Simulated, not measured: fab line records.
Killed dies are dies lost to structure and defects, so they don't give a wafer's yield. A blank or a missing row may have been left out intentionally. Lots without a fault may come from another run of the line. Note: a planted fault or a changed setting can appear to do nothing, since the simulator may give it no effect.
Which of the tools did it?	flow n5Finfet	24 lots with 72 wafers sampled at 6 steps, on a route of 1938 steps

## WHAT THE GAUGES SHOWED, per wafer
N5_MOL_CONTACT_COAG_CD_MEAS_84: target cd 25.1 nm. Usual: cdNm at 24.99 nm, with a standard deviation of 0.25.
lot	measured	on	cdNm (nm)	flag
L074	day 5 05:13	cdSem-02	25.16 25.20 24.89	
L075	day 5 11:15	cdSem-03	25.21 24.95 24.81	
L076	day 5 15:34	cdSem-02	25.14 24.95 25.17	
L077	day 5 20:20	cdSem-03	24.79 24.45 24.66	
L078	day 6 02:13	cdSem-03	25.25 24.67 25.37	
L079	day 6 12:13	cdSem-01	24.82 24.53 24.93	
L080	day 6 15:23	cdSem-02	24.45 25.08 24.88	
L081	day 6 20:55	cdSem-03	25.00 24.86 24.84	
L082	day 7 03:07	cdSem-03	24.55 25.39 24.73	
L083	day 7 09:25	cdSem-01	25.38 25.52 24.89	
L084	day 7 15:32	cdSem-03	24.91 24.65 24.63	
L085	day 8 00:17	cdSem-02	25.35 25.03 25.12	
L086	day 8 01:18	cdSem-02	25.02 24.88 25.09	
L087	day 8 07:52	cdSem-03	25.04 25.33 25.14	
L088	day 8 17:38	cdSem-03	24.80 25.04 25.25	
L089	day 8 20:31	cdSem-01	24.77 24.88 25.05	
L090	day 9 03:28	cdSem-02	24.90 25.06 25.26	
L091	day 9 09:21	cdSem-02	25.20 24.75 25.32	
L092	day 9 15:04	cdSem-01	25.12 25.15 24.90	
L093	day 9 21:17	cdSem-02	24.98 24.83 25.20	
L094	day 10 00:19	cdSem-01	25.18 25.27 24.93	
L095	day 10 03:56	cdSem-03	25.43 25.53 25.25	
L096	day 10 21:03	cdSem-02	25.20 24.77 25.01	
L097	day 10 21:58	cdSem-02	25.00 24.94 25.22	

N5_MOL_CONTACT_COAG_INSPECT_57: inspects for defects (brightfield). Usual: rawDefectCount at 210, with a standard deviation of 55.
lot	measured	on	rawDefectCount	flag
L074	day 5 05:19	defectInspect-01	308 250 177	
L075	day 5 11:20	defectInspect-02	152 130 177	
L076	day 5 15:40	defectInspect-02	204 113 299	
L077	day 5 20:25	defectInspect-02	257 265 205	
L078	day 6 02:19	defectInspect-02	219 253 161	
L079	day 6 12:19	defectInspect-01	168 175 194	
L080	day 6 15:28	defectInspect-02	244 239 294	
L081	day 6 21:00	defectInspect-02	299 184 235	
L082	day 7 03:11	defectInspect-02	184 249 187	
L083	day 7 09:31	defectInspect-02	181 168 132	
L084	day 7 15:37	defectInspect-02	270 204 207	
L085	day 8 00:22	defectInspect-02	223 174 212	
L086	day 8 01:23	defectInspect-02	147 172 208	
L087	day 8 07:58	defectInspect-02	229 323 184	
L088	day 8 17:43	defectInspect-01	235 150 177	
L089	day 8 20:37	defectInspect-01	189 167 176	
L090	day 9 03:34	defectInspect-01	200 264 327	
L091	day 9 09:26	defectInspect-02	147 171 174	
L092	day 9 15:09	defectInspect-01	165 216 186	
L093	day 9 21:22	defectInspect-01	212 250 222	
L094	day 10 00:24	defectInspect-01	168 193 149	
L095	day 10 04:01	defectInspect-02	137 196 155	
L096	day 10 21:08	defectInspect-01	321 281 297	
L097	day 10 22:03	defectInspect-01	196 206 241	

N5_MOL_CONTACT_COAG_CD_MEAS_40: target cd 25.1 nm. Usual: cdNm at 25.11 nm, with a standard deviation of 0.21.
lot	measured	on	cdNm (nm)	flag
L074	day 5 06:41	cdSem-02	25.03 25.57 24.91	
L075	day 5 13:39	cdSem-02	25.05 25.34 25.27	
L076	day 5 16:57	cdSem-02	25.01 25.18 24.88	
L077	day 5 21:43	cdSem-01	25.10 25.11 24.91	
L078	day 6 03:28	cdSem-01	24.96 24.94 25.03	
L079	day 6 13:36	cdSem-02	25.11 25.00 25.32	
L080	day 6 16:38	cdSem-01	25.45 25.09 25.19	
L081	day 6 22:20	cdSem-02	24.96 25.01 24.97	
L082	day 7 04:21	cdSem-02	24.89 25.50 25.35	
L083	day 7 10:41	cdSem-03	25.01 25.04 25.37	
L084	day 7 16:47	cdSem-03	25.17 24.72 24.53	
L085	day 8 01:38	cdSem-02	25.10 25.08 25.38	
L086	day 8 02:40	cdSem-03	25.21 25.42 24.73	
L087	day 8 09:07	cdSem-01	24.86 24.95 24.99	
L088	day 8 19:21	cdSem-02	25.29 24.73 24.89	
L089	day 8 23:46	cdSem-03	25.12 24.85 24.88	
L090	day 9 04:43	cdSem-02	24.71 25.07 25.42	
L091	day 9 10:43	cdSem-02	25.01 24.99 25.22	
L092	day 9 16:19	cdSem-02	24.71 24.82 24.81	
L093	day 9 22:31	cdSem-02	24.49 25.17 24.91	
L094	day 10 01:41	cdSem-01	25.09 25.10 24.99	
L095	day 10 05:47	cdSem-02	25.05 25.19 25.00	
L096	day 10 22:19	cdSem-01	25.11 25.03 25.07	
L097	day 10 23:20	cdSem-02	25.27 25.39 24.92	

## WHICH TOOL RAN EACH LOT (tool, then ch and the chambers of the sampled wafers, then the start)
lot	N5_MOL_CONTACT_COAG_DESCUM_88	N5_MOL_CONTACT_COAG_ETCH_90	N5_MOL_CONTACT_COAG_VIA_ETCH_46
L074	rieDiel-01 ch 0,1, day 5 05:20	rieDiel-01 ch 0,1, day 5 05:24	rieDiel-03 ch 0,2, day 5 05:55
L075	rieDiel-01 ch 0,2, day 5 11:23	rieDiel-01 ch 0,2, day 5 11:26	rieDiel-03 ch 0,1,3, day 5 12:52
L076	rieDiel-04 ch 0,1,3, day 5 15:42	rieDiel-04 ch 0,1,3, day 5 15:45	rieDiel-04 ch 0,1,2, day 5 16:10
L077	rieDiel-04 ch 0,1,2, day 5 20:28	rieDiel-04 ch 0,1,2, day 5 20:31	rieDiel-04 ch 1,3, day 5 20:56
L078	rieDiel-04 ch 2,3, day 6 02:20	rieDiel-04 ch 2,3, day 6 02:23	rieDiel-03 ch 0,1, day 6 02:49
L079	rieDiel-04 ch 0,1, day 6 12:21	rieDiel-04 ch 0,1, day 6 12:24	rieDiel-01 ch 2,3, day 6 12:49
L080	rieDiel-01 ch 1,2,3, day 6 15:30	rieDiel-01 ch 1,2,3, day 6 15:34	rieDiel-03 ch 0,1, day 6 15:58
L081	rieDiel-01 ch 1,2,3, day 6 21:02	rieDiel-01 ch 1,2,3, day 6 21:05	rieDiel-04 ch 1,2, day 6 21:30
L082	rieDiel-01 ch 1,3, day 7 03:14	rieDiel-01 ch 1,3, day 7 03:17	rieDiel-04 ch 0,1, day 7 03:42
L083	rieDiel-01 ch 2,3, day 7 09:33	rieDiel-01 ch 2,3, day 7 09:37	rieDiel-04 ch 0,1,2, day 7 10:01
L084	rieDiel-04 ch 0,3, day 7 15:39	rieDiel-04 ch 0,3, day 7 15:43	rieDiel-03 ch 1,2,3, day 7 16:07
L085	rieDiel-01 ch 0,2, day 8 00:26	rieDiel-01 ch 0,2, day 8 00:29	rieDiel-04 ch 0,1,2, day 8 00:59
L086	rieDiel-04 ch 0,1,3, day 8 01:26	rieDiel-04 ch 0,1,3, day 8 01:29	rieDiel-04 ch 0,1,3, day 8 01:54
L087	rieDiel-01 ch 0,2,3, day 8 07:59	rieDiel-01 ch 0,2,3, day 8 08:03	rieDiel-04 ch 1,2,3, day 8 08:28
L088	rieDiel-01 ch 1,2, day 8 17:45	rieDiel-01 ch 1,2, day 8 17:48	rieDiel-01 ch 0,2, day 8 18:42
L089	rieDiel-01 ch 0,2,3, day 8 20:43	rieDiel-01 ch 0,2,3, day 8 20:46	rieDiel-01 ch 0,1,2, day 8 22:58
L090	rieDiel-03 ch 2,3, day 9 03:35	rieDiel-03 ch 2,3, day 9 03:39	rieDiel-01 ch 0,1, day 9 04:04
L091	rieDiel-03 ch 1,2,3, day 9 09:28	rieDiel-03 ch 1,2,3, day 9 09:31	rieDiel-01 ch 0,1,2, day 9 09:56
L092	rieDiel-01 ch 0,1, day 9 15:11	rieDiel-01 ch 0,1, day 9 15:14	rieDiel-01 ch 2,3, day 9 15:39
L093	rieDiel-04 ch 1,2, day 9 21:24	rieDiel-04 ch 1,2, day 9 21:27	rieDiel-03 ch 1,3, day 9 21:52
L094	rieDiel-04 ch 0,1,2, day 10 00:26	rieDiel-04 ch 0,1,2, day 10 00:29	rieDiel-03 ch 0,1,3, day 10 00:55
L095	rieDiel-01 ch 0,1,3, day 10 04:25	rieDiel-01 ch 0,1,3, day 10 04:28	rieDiel-04 ch 0,2,3, day 10 05:00
L096	rieDiel-03 ch 0,1,2, day 10 21:10	rieDiel-03 ch 0,1,2, day 10 21:14	rieDiel-03 ch 0,3, day 10 21:40
L097	rieDiel-03 ch 0,2,3, day 10 22:05	rieDiel-03 ch 0,2,3, day 10 22:08	rieDiel-03 ch 0,1,3, day 10 22:34
- N5_MOL_CONTACT_COAG_DESCUM_88: chemistry O2, time 7 s.
- N5_MOL_CONTACT_COAG_ETCH_90: etches SiARC in CF4, target depth 13 nm, time 21.7 s.
- N5_MOL_CONTACT_COAG_VIA_ETCH_46: etches SiO2 in C4F6/O2, target depth 46 nm, overetch 9.2 nm, time 40 s.

## AS READ BY THE TOOLS THEMSELVES (means over the sampled wafers that have a number; for cases with no such wafer, the mark the record gives instead)
N5_MOL_CONTACT_COAG_DESCUM_88. Usual: drypumpMotorCurrentA 5.5 A, standard deviation 0.42; oesProductAu 0.82 a.u., standard deviation 0.11; rfVppV 243.1 V, standard deviation 1.4; showerheadPlenumPTorr 2.09 Torr, standard deviation 0.078; tempC 39.99 C, standard deviation 0.12; throttleValvePct 20.41 %, standard deviation 0.22.
lot	tool	drypumpMotorCurrentA (A)	oesProductAu (a.u.)	rfVppV (V)	showerheadPlenumPTorr (Torr)	tempC (C)	throttleValvePct (%)	flag
L074	rieDiel-01	5.4	0.69	242.9	2.09	40.04	20.59	
L075	rieDiel-01	5.7	0.69	242.9	2.03	39.97	20.57	
L076	rieDiel-04	5.8	0.76	243.2	2.03	40.00	20.73	
L077	rieDiel-04	5.7	0.82	243.3	2.08	40.14	20.51	
L078	rieDiel-04	5.6	0.80	242.8	2.06	39.87	20.29	
L079	rieDiel-04	6.0	0.82	243.3	2.05	39.96	20.70	
L080	rieDiel-01	5.4	0.78	243.7	2.09	39.99	20.39	
L081	rieDiel-01	5.4	0.78	242.4	2.09	40.03	20.39	
L082	rieDiel-01	5.1	0.78	243.9	2.15	39.93	20.42	
L083	rieDiel-01	5.7	0.77	242.0	2.03	39.97	20.37	
L084	rieDiel-04	5.4	0.78	242.8	2.13	40.02	20.72	
L085	rieDiel-01	5.8	0.76	242.0	2.00	40.11	20.42	
L086	rieDiel-04	5.8	0.83	243.0	2.12	39.90	20.64	
L087	rieDiel-01	5.4	0.83	243.5	2.05	39.97	20.33	
L088	rieDiel-01	5.5	0.86	242.9	2.09	40.00	20.31	
L089	rieDiel-01	5.5	0.83	242.9	2.05	39.93	20.33	
L090	rieDiel-03	5.5	0.78	244.1	2.14	40.00	20.32	
L091	rieDiel-03	5.5	0.81	243.9	2.15	40.13	20.32	
L092	rieDiel-01	5.4	0.90	242.8	2.08	39.83	20.28	
L093	rieDiel-04	5.8	0.82	243.1	2.08	40.07	20.30	
L094	rieDiel-04	5.7	0.88	242.3	2.07	40.08	20.43	
L095	rieDiel-01	5.2	0.90	242.2	2.11	39.99	20.26	
L096	rieDiel-03	5.4	0.78	243.1	2.09	39.96	20.46	
L097	rieDiel-03	5.5	0.76	243.4	2.07	40.04	20.45	

N5_MOL_CONTACT_COAG_ETCH_90. Usual: drypumpMotorCurrentA 5.5 A, standard deviation 0.42; etchRfOnTimeS 21.6 s, standard deviation 0.46; oesProductAu 0.70 a.u., standard deviation 0.09; rfVppV 184.0 V, standard deviation 1.3; showerheadPlenumPTorr 2.14 Torr, standard deviation 0.072; throttleValvePct 15.60 %, standard deviation 0.25.
lot	tool	drypumpMotorCurrentA (A)	etchRfOnTimeS (s)	oesProductAu (a.u.)	rfVppV (V)	showerheadPlenumPTorr (Torr)	throttleValvePct (%)	flag
L074	rieDiel-01	5.4	22.1	0.59	183.4	2.15	15.87	
L075	rieDiel-01	5.7	22.1	0.59	183.3	2.09	15.87	
L076	rieDiel-04	5.8	21.5	0.65	184.5	2.08	15.92	
L077	rieDiel-04	5.7	21.7	0.69	182.9	2.13	15.67	
L078	rieDiel-04	5.6	21.9	0.67	184.8	2.12	15.50	
L079	rieDiel-04	6.0	21.5	0.71	183.3	2.11	15.85	
L080	rieDiel-01	5.4	21.5	0.67	184.2	2.14	15.66	
L081	rieDiel-01	5.4	21.5	0.67	185.2	2.14	15.66	
L082	rieDiel-01	5.1	21.6	0.66	184.2	2.20	15.66	
L083	rieDiel-01	5.6	21.4	0.66	183.8	2.08	15.67	
L084	rieDiel-04	5.3	21.5	0.67	184.3	2.17	15.83	
L085	rieDiel-01	5.8	21.5	0.65	183.1	2.06	15.71	
L086	rieDiel-04	5.8	21.4	0.72	184.8	2.16	15.79	
L087	rieDiel-01	5.5	21.6	0.71	183.6	2.11	15.56	
L088	rieDiel-01	5.5	21.3	0.73	183.5	2.14	15.52	
L089	rieDiel-01	5.5	21.6	0.71	183.2	2.11	15.57	
L090	rieDiel-03	5.5	22.0	0.66	184.8	2.19	15.55	
L091	rieDiel-03	5.4	21.5	0.70	185.0	2.19	15.45	
L092	rieDiel-01	5.4	21.4	0.77	183.8	2.14	15.45	
L093	rieDiel-04	5.8	22.2	0.69	183.5	2.13	15.50	
L094	rieDiel-04	5.7	21.5	0.75	183.4	2.12	15.57	
L095	rieDiel-01	5.2	21.1	0.77	183.8	2.16	15.43	
L096	rieDiel-03	5.4	21.3	0.68	184.3	2.12	15.52	
L097	rieDiel-03	5.5	21.9	0.64	183.8	2.12	15.62	

N5_MOL_CONTACT_COAG_VIA_ETCH_46. Usual: drypumpMotorCurrentA 5.6 A, standard deviation 0.43; oes_o_777_au 0.82 a.u., standard deviation 0.085; oesProductAu 0.73 a.u., standard deviation 0.073; rfVppV 1581 V, standard deviation 26; showerheadPlenumPTorr 2.84 Torr, standard deviation 0.1; throttleValvePct 40.9 %, standard deviation 0.36.
lot	tool	drypumpMotorCurrentA (A)	oes_o_777_au (a.u.)	oesProductAu (a.u.)	rfVppV (V)	showerheadPlenumPTorr (Torr)	throttleValvePct (%)	flag
L074	rieDiel-03	5.5	0.79	0.71	1609	2.75	40.9	
L075	rieDiel-03	5.4	0.86	0.75	1591	2.92	40.7	
L076	rieDiel-04	5.7	0.80	0.73	1590	2.83	41.3	
L077	rieDiel-04	6.3	0.83	0.74	1580	2.75	41.4	
L078	rieDiel-03	5.4	0.85	0.74	1618	2.84	40.9	
L079	rieDiel-01	5.3	0.88	0.78	1560	2.83	40.4	
L080	rieDiel-03	5.3	0.84	0.74	1617	2.84	40.9	
L081	rieDiel-04	5.8	0.81	0.76	1590	2.85	41.2	
L082	rieDiel-04	6.0	0.82	0.73	1596	2.80	41.5	
L083	rieDiel-04	5.7	0.78	0.71	1590	2.83	41.3	
L084	rieDiel-03	5.5	0.84	0.72	1567	2.91	40.8	
L085	rieDiel-04	5.7	0.78	0.71	1589	2.82	41.3	
L086	rieDiel-04	5.8	0.85	0.74	1580	2.87	41.2	
L087	rieDiel-04	5.9	0.87	0.79	1580	2.89	41.2	
L088	rieDiel-01	5.7	0.81	0.74	1580	2.76	41.0	
L089	rieDiel-01	5.6	0.82	0.75	1573	2.80	40.8	
L090	rieDiel-01	5.4	0.88	0.80	1597	2.84	41.1	
L091	rieDiel-01	5.6	0.82	0.73	1574	2.80	40.9	
L092	rieDiel-01	5.6	0.76	0.68	1546	2.76	40.5	
L093	rieDiel-03	5.4	0.87	0.75	1574	3.00	40.8	
L094	rieDiel-03	5.4	0.82	0.72	1590	2.91	40.7	
L095	rieDiel-04	5.4	0.89	0.79	1575	2.89	41.0	
L096	rieDiel-03	5.4	0.77	0.68	1581	2.88	40.5	
L097	rieDiel-03	5.4	0.81	0.71	1590	2.90	40.7	

## THE ANSWER, worked out from the rows above alone
Rule: take the mean of a lot's wafers that have a number; if it is more than 3 standard deviations from the usual mean, the lot is off. Also off: a lot with no number at a reading for which 4 or more lots have one. Any other lot the step has rows for is counted as sound. The gauges are gone through in route order, then the tools' own readings, and for those a lot's mean is taken as printed above. The first step at which some lot is off is used, and at that step the reading that is off furthest; a lot without a number counts as furthest.
No lot is off on any of the readings shown, so nothing can be concluded from this.

## WHAT THE SIMULATOR PUT IN
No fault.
